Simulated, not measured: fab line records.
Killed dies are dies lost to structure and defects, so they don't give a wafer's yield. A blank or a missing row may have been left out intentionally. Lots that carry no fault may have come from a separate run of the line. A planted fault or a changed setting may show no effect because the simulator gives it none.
Struck lot and sound lot, side by side ; flow n5-finfet ; 15 steps out of a route of 1938
Sound: these wafers, L834.1, L834.4, L834.5. Struck: wafers L841.4, L841.5. (L841.2 of the same lot was not struck and is left out.) The cause comes at the end.
Each step with rows lists, per side, the tool, then ch with its chambers, then its first start. Under that, the readings that differ: sound wafers ; struck wafers ; difference of the means ; sigmas: that difference in standard deviations of wafers without a fault.
alike: a reading whose means differ by less than 2 such deviations, as well as words and numbers matching on both sides. not compared: withheld readings; readings where some wafer has no value; bounds like >300 that might hide an equal value; numbers whose values overlap and for which the record gives no deviation.
Wherever a step has rows on one side only, a row that says differs or no value, or a row with sigmas, the two part there. Numbers that don't overlap but have no deviation are shown without sigmas and don't part them. Lack of a reading on every wafer of one side parts them only where that side has two or more wafers.

first, 1 step without rows for these wafers: N5_STI_FIN_REVEAL_DENSIFY_02 (time 1800 s).
N5_STI_FIN_REVEAL_CMP_04: polishes, stops on Si3N4, t overpolish 4 s, target thk 131.83 nm.
  sound on cmp-02 ch 2,3, day 4 11:17; struck on cmp-04 ch 0,3, day 6 02:46
reading;sound;struck;difference;sigmas
overpolish-run-s (s);4.005 4.006 4.020;3.989 3.993;-0.019;-2
  alike: motor-current-A, time-to-endpoint-s
N5_STI_FIN_REVEAL_THK_MEAS_05:
  sound on film-metro-02, day 4 11:34; struck on film-metro-02, day 6 03:04
  alike: thk-nm
N5_STI_FIN_REVEAL_DENSIFY_30:
  sound on rtp-anneal-01 ch 0, day 4 11:36; struck on rtp-anneal-02 ch 0, day 6 03:17
  alike: lamp-power-pct, lamp_zone_4_pct
  not compared: wafer_temp_C_max
then, 1 step without rows for these wafers: N5_STI_FIN_REVEAL_ETCHBACK_08 (etches SiO2 in C4F6/O2, target depth 30.5 nm, time 10.167 s).
N5_STI_FIN_REVEAL_STRIP_24: strips in N2/H2, time 90 s.
  sound on rie-diel-04 ch 0,2,3, day 4 11:51; struck on rie-diel-04 ch 2,3, day 6 03:30
  alike: chamber-pressure-mTorr, drypump-motor-current-A, oes-product-au, rf-vpp-V, showerhead-plenum-p-Torr, throttle-valve-pct
  not compared: rf-hours-counter-h
then, 4 steps without rows for these wafers: N5_STI_FIN_REVEAL_PRECLEAN_25 (cleans in SPM, time 90 s); N5_STI_FIN_REVEAL_PRECLEAN_26 (cleans in SC1, time 45 s); N5_STI_FIN_REVEAL_PRECLEAN_29 (cleans in DHF, time 30 s); N5_STI_FIN_REVEAL_SRD_12 (time 30 s).
N5_STI_FIN_REVEAL_RECESS_09: chemistry HF/NH3, target SiO2, afs cycles 11, target depth 42.5 nm, sublimation time 60 s.
  sound on vapor-etch-02 ch 0,1, day 4 12:04; struck on vapor-etch-01 ch 1, day 6 03:43
  alike: drypump-motor-current-A
then, 1 step without rows for these wafers: N5_STI_FIN_REVEAL_STRIP_16 (strips SiNx in H3PO4, target depth 23.8 nm).
N5_STI_FIN_REVEAL_PRECLEAN_17: cleans in NF3:NH3, afs cycles 1, time 20 s, sublimation time 60 s.
  sound on remote-plasma-01 ch 1, day 4 13:58; struck on remote-plasma-01 ch 0, day 6 05:40
reading;sound;struck;difference;sigmas
time-s (s);20 20 20;12.079 12.079;-7.921;
  alike: pressure-torr
N5_STI_FIN_REVEAL_ETCH_34: etches Si in H2, material Si, target depth 0.97 nm.
  sound on rie-si-01 ch 0,1,3, day 4 14:10; struck on rie-si-01 ch 2,3, day 6 05:50
  alike: chamber-pressure-mTorr, drypump-motor-current-A, oes-product-au, throttle-valve-pct
  not compared: rf-hours-counter-h
-- the record jumps here: 10 days lie between the struck wafers' starts before and after (it left off in module STI_FIN_REVEAL and takes up again in module PASSIVATION, whose first step shown is number 1936 of the route) --
N5_PASSIVATION_PROBE_49:
  sound on prober-01, day 14 16:52; struck on prober-02, day 15 22:10
  alike: killed_at_M0_to_M3, killed_at_M4_up, killed-at-contacts, killed-at-front-end, killed-at-other, killed-dies, killed-on-rim, killed-open, killed-short

## WHERE THEY PART
At N5_STI_FIN_REVEAL_CMP_04 and nowhere else, as far as this record goes. Later steps at which nothing parts them and some readings are alike: N5_STI_FIN_REVEAL_THK_MEAS_05, N5_STI_FIN_REVEAL_DENSIFY_30, N5_STI_FIN_REVEAL_STRIP_24, N5_STI_FIN_REVEAL_RECESS_09, N5_STI_FIN_REVEAL_PRECLEAN_17, N5_STI_FIN_REVEAL_ETCH_34, N5_PASSIVATION_PROBE_49.

WHY: what the simulator had put in
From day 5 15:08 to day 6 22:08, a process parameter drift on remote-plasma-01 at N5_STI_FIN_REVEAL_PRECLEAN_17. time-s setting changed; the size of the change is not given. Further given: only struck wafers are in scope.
